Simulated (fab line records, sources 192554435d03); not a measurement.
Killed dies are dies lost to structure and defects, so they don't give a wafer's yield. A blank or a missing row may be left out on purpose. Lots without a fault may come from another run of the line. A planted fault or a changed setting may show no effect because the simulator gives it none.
Which tool did it? | flow n5_finfet | 10 lots, 29 wafers sampled, at 6 steps of a route of 1938

WHAT THE GAUGES READ, wafer by wafer
N5_BEOL_M2_CD_MEAS_11: target cd 16.79 nm. Usual: cd_nm 16.86 nm, standard deviation 0.26.
lot  | measured     | on        | cd_nm (nm)        | flag
L785 | day 6 14:36  | cd_sem-03 | 17.10 17.34 16.66 |
L786 | day 7 04:58  | cd_sem-01 | 16.95 16.50 17.32 |
L793 | day 8 21:22  | cd_sem-03 | 16.53 16.88 16.82 |
L798 | day 9 22:12  | cd_sem-01 | 16.77 16.96 17.24 |
L797 | day 10 07:59 | cd_sem-01 | 17.04 16.74 17.08 |
L800 | day 10 17:02 | cd_sem-03 | 16.63 16.59 16.21 |
L801 | day 11 06:46 | cd_sem-01 | 16.32 17.10 16.95 |
L802 | day 11 06:49 | cd_sem-02 | 16.82 16.77 16.81 |
L804 | day 12 03:34 | cd_sem-03 | 17.16 16.41       |
L805 | day 12 03:37 | cd_sem-01 | 17.22 17.04 16.69 |

N5_BEOL_M2_OVL_MEAS_12. Usual: M2_OVL 0.4 nm, standard deviation 0.73.
lot  | measured     | on         | M2_OVL (nm)    | flag
L785 | day 6 14:38  | overlay-01 | 1.2 0.9 0.3    |
L786 | day 7 05:01  | overlay-01 | 0.7 0.7 0.9    |
L793 | day 8 21:23  | overlay-02 | 0.7 0.5 0.8    |
L798 | day 9 22:14  | overlay-02 | 0.6 -0.2 0.6   |
L797 | day 10 08:02 | overlay-02 | 13.3 12.8 13.3 | OFF
L800 | day 10 17:04 | overlay-01 | 13.2 13.1 13.5 | OFF
L801 | day 11 06:48 | overlay-02 | 0.7 0.7 0.5    |
L802 | day 11 06:50 | overlay-01 | 0.1 0.6 0.0    |
L804 | day 12 03:36 | overlay-02 | -0.2 -0.3      |
L805 | day 12 03:39 | overlay-01 | 1.3 1.4 1.2    |

N5_BEOL_M4_RC_MEAS_101. Usual: DIBL_N 36.5 mV/V, standard deviation 2.1; DIBL_P 36.6 mV/V, standard deviation 2.6; IOFF_N 0.17 nA/um, standard deviation 0.044; IOFF_P 0.21 nA/um, standard deviation 0.048; ION_N 674 uA/um, standard deviation 17; ION_P 462 uA/um, standard deviation 9.5; SS_N 71.6 mV/dec, standard deviation 0.77; SS_P 73.5 mV/dec, standard deviation 0.72; VT_N 250 mV, standard deviation 4.2; VT_P -250 mV, standard deviation 3.9.
lot  | measured     | on        | DIBL_N (mV/V)  | DIBL_P (mV/V)  | IOFF_N (nA/um) | IOFF_P (nA/um) | ION_N (uA/um) | ION_P (uA/um) | SS_N (mV/dec)  | SS_P (mV/dec)  | VT_N (mV)   | VT_P (mV)      | flag
L785 | day 9 02:22  | prober-02 | 36.8 34.5 35.9 | 36.2 33.7 34.8 | 0.19 0.15 0.18 | 0.25 0.22 0.22 | 686 673 683   | 468 466 469   | 71.4 71.3 71.5 | 74.0 73.4 73.4 | 246 252 245 | -245 -247 -249 |
L786 | day 10 01:57 | prober-02 | 33.3 38.8 31.5 | 32.4 39.3 30.2 | 0.09 0.19 0.08 | 0.16 0.26 0.13 | 644 676 636   | 452 469 452   | 70.7 71.5 70.1 | 71.9 74.8 72.3 | 259 250 262 | -254 -247 -256 |
L793 | day 11 10:42 | prober-02 | 35.6 36.0 32.7 | 36.7 35.2 32.9 | 0.16 0.15 0.11 | 0.20 0.17 0.16 | 667 651 653   | 461 445 454   | 71.5 72.3 70.0 | 73.4 73.0 73.2 | 247 253 254 | -250 -253 -254 |
L798 | day 13 00:13 | prober-01 | 38.7 38.1 36.4 | 38.6 38.9 36.6 | 0.21 0.21 0.16 | 0.25 0.25 0.21 | 703 696 677   | 473 480 455   | 71.7 71.5 70.9 | 74.1 73.7 73.3 | 243 244 248 | -249 -248 -250 |
L797 | day 13 12:01 | prober-02 | 37.6 33.3 38.7 | 39.6 33.2 41.4 | 0.18 0.12 0.20 | 0.24 0.15 0.28 | 667 664 664   | 456 453 460   | 72.1 70.7 72.3 | 74.0 72.2 74.4 | 250 253 247 | -249 -255 -250 |
L800 | day 13 12:47 | prober-02 | 37.3 35.9 33.9 | 36.0 32.5 32.2 | 0.16 0.13 0.11 | 0.23 0.17 0.17 | 677 642 643   | 461 446 449   | 71.2 70.9 70.0 | 73.4 72.0 71.7 | 248 254 252 | -247 -252 -249 |
L801 | day 14 08:44 | prober-01 | 35.4 36.4 34.7 | 36.2 38.3 35.6 | 0.16 0.19 0.14 | 0.21 0.23 0.19 | 656 682 649   | 459 465 455   | 71.1 71.7 71.7 | 74.2 74.2 73.3 | 251 247 253 | -250 -251 -250 |
L802 | day 13 11:56 | prober-01 | 37.2 33.4 35.6 | 36.8 33.5 34.8 | 0.19 0.13 0.16 | 0.27 0.20 0.23 | 692 670 662   | 484 467 469   | 72.1 70.7 71.8 | 74.2 73.6 73.9 | 245 251 249 | -244 -249 -244 |
L804 | day 14 05:31 | prober-01 | 36.3 35.6      | 36.1 35.6      | 0.14 0.12      | 0.17 0.15      | 664 648       | 456 443       | 72.5 71.6      | 73.6 73.0      | 254 254     | -256 -259      |
L805 | day 14 19:44 | prober-01 | 37.5 36.8 38.7 | 38.9 37.7 40.5 | 0.19 0.17 0.22 | 0.24 0.23 0.26 | 684 680 683   | 467 472 461   | 71.8 72.5 72.5 | 73.3 73.1 73.6 | 248 249 247 | -251 -248 -246 |

WHICH TOOL RAN EACH LOT (tool, then ch and the chambers of the sampled wafers, then the start)
lot  | N5_BEOL_M1_ANNEAL_95         | N5_BEOL_M2_PECVD_72             | N5_BEOL_M2_EXPOSE_08
L785 | pvd_sputter-01, day 6 11:25  | pecvd-01 ch 0, day 6 12:51      | euv_scanner-01 ch 0, day 6 14:29
L786 | pvd_sputter-02, day 7 01:14  | pecvd-01 ch 0,2, day 7 02:43    | euv_scanner-02 ch 0, day 7 04:51
L793 | pvd_sputter-02, day 8 18:39  | pecvd-04 ch 0,1,2, day 8 20:02  | euv_scanner-02 ch 0, day 8 21:14
L798 | pvd_sputter-02, day 9 19:54  | pecvd-03 ch 1,2, day 9 21:15    | euv_scanner-02 ch 0, day 9 22:04
L797 | pvd_sputter-02, day 10 04:58 | pecvd-01 ch 1,2, day 10 06:21   | euv_scanner-02 ch 0, day 10 07:52
L800 | pvd_sputter-02, day 10 13:20 | pecvd-01 ch 0,2, day 10 14:44   | euv_scanner-02 ch 0, day 10 16:54
L801 | pvd_sputter-01, day 11 04:35 | pecvd-03 ch 0,1,2, day 11 06:00 | euv_scanner-01 ch 0, day 11 06:38
L802 | pvd_sputter-03, day 11 05:00 | pecvd-04 ch 0,1, day 11 06:22   | euv_scanner-01 ch 0, day 11 06:41
L804 | pvd_sputter-03, day 12 01:00 | pecvd-04 ch 0,1, day 12 02:25   | euv_scanner-01 ch 0, day 12 03:26
L805 | pvd_sputter-02, day 12 01:13 | pecvd-04 ch 0,1,2, day 12 02:36 | euv_scanner-01 ch 0, day 12 03:29
- N5_BEOL_M1_ANNEAL_95: time 240 s.
- N5_BEOL_M2_PECVD_72: deposits SiO2 from TEOS/O2, target thk 16 nm, time 18 s.
- N5_BEOL_M2_EXPOSE_08: exposes mask M2.

WHAT THE TOOLS THEMSELVES READ (means of the sampled wafers that have a number; where no wafer has one, the mark that the record gives instead)
N5_BEOL_M1_ANNEAL_95. Usual: heater_power_w 809 W, standard deviation 56.
lot  | tool           | heater_power_w (W) | flag
L785 | pvd_sputter-01 | 843                |
L786 | pvd_sputter-02 | 775                |
L793 | pvd_sputter-02 | 784                |
L798 | pvd_sputter-02 | 788                |
L797 | pvd_sputter-02 | 730                |
L800 | pvd_sputter-02 | 759                |
L801 | pvd_sputter-01 | 877                |
L802 | pvd_sputter-03 | 834                |
L804 | pvd_sputter-03 | 816                |
L805 | pvd_sputter-02 | 775                |

N5_BEOL_M2_PECVD_72. Usual: heater_power_w 771 W, standard deviation 130; showerhead_plenum_p_Torr 8.79 Torr, standard deviation 0.072; showerhead_vpp_V 1279 V, standard deviation 67; throttle_valve_pct 23.1 %, standard deviation 1.9.
lot  | tool     | heater_power_w (W) | showerhead_plenum_p_Torr (Torr) | showerhead_vpp_V (V) | throttle_valve_pct (%) | flag
L785 | pecvd-01 | 721                | 8.76                            | 1239                 | 23.6                   |
L786 | pecvd-01 | 767                | 8.77                            | 1210                 | 22.7                   |
L793 | pecvd-04 | 728                | 8.79                            | 1339                 | 23.9                   |
L798 | pecvd-03 | 881                | 8.80                            | 1297                 | 21.5                   |
L797 | pecvd-01 | 646                | 8.78                            | 1215                 | 22.1                   |
L800 | pecvd-01 | 763                | 8.79                            | 1167                 | 22.2                   |
L801 | pecvd-03 | 871                | 8.81                            | 1281                 | 23.2                   |
L802 | pecvd-04 | 695                | 8.83                            | 1323                 | 25.9                   |
L804 | pecvd-04 | 674                | 8.86                            | 1326                 | 25.1                   |
L805 | pecvd-04 | 765                | 8.79                            | 1355                 | 24.2                   |

THE ANSWER, worked out from the rows above alone
Rule: a lot is off if the mean of its wafers that have a number lies more than 3 standard deviations from the usual mean. A lot without any number at a reading at which 4 lots or more have one is off too. The other lots that the step has rows for count as sound. The gauges are gone through in route order, then the tools' own readings, and for those a lot's mean is taken as printed above. The first step at which some lot is off is used, and at that step the reading that is off furthest; a lot without a number counts as furthest.
Off: L797, L800, at N5_BEOL_M2_OVL_MEAS_12 (M2_OVL).
A tool fits if, at a process step before that reading, it ran every lot that is off, and no sound lot after the first of them. The gauges at N5_BEOL_M2_OVL_MEAS_12 are tried like those tools. Can't be told from this: 2 tools fit, pecvd-01 at N5_BEOL_M2_PECVD_72, euv_scanner-02 at N5_BEOL_M2_EXPOSE_08.

WHAT THE SIMULATOR HAD PUT IN
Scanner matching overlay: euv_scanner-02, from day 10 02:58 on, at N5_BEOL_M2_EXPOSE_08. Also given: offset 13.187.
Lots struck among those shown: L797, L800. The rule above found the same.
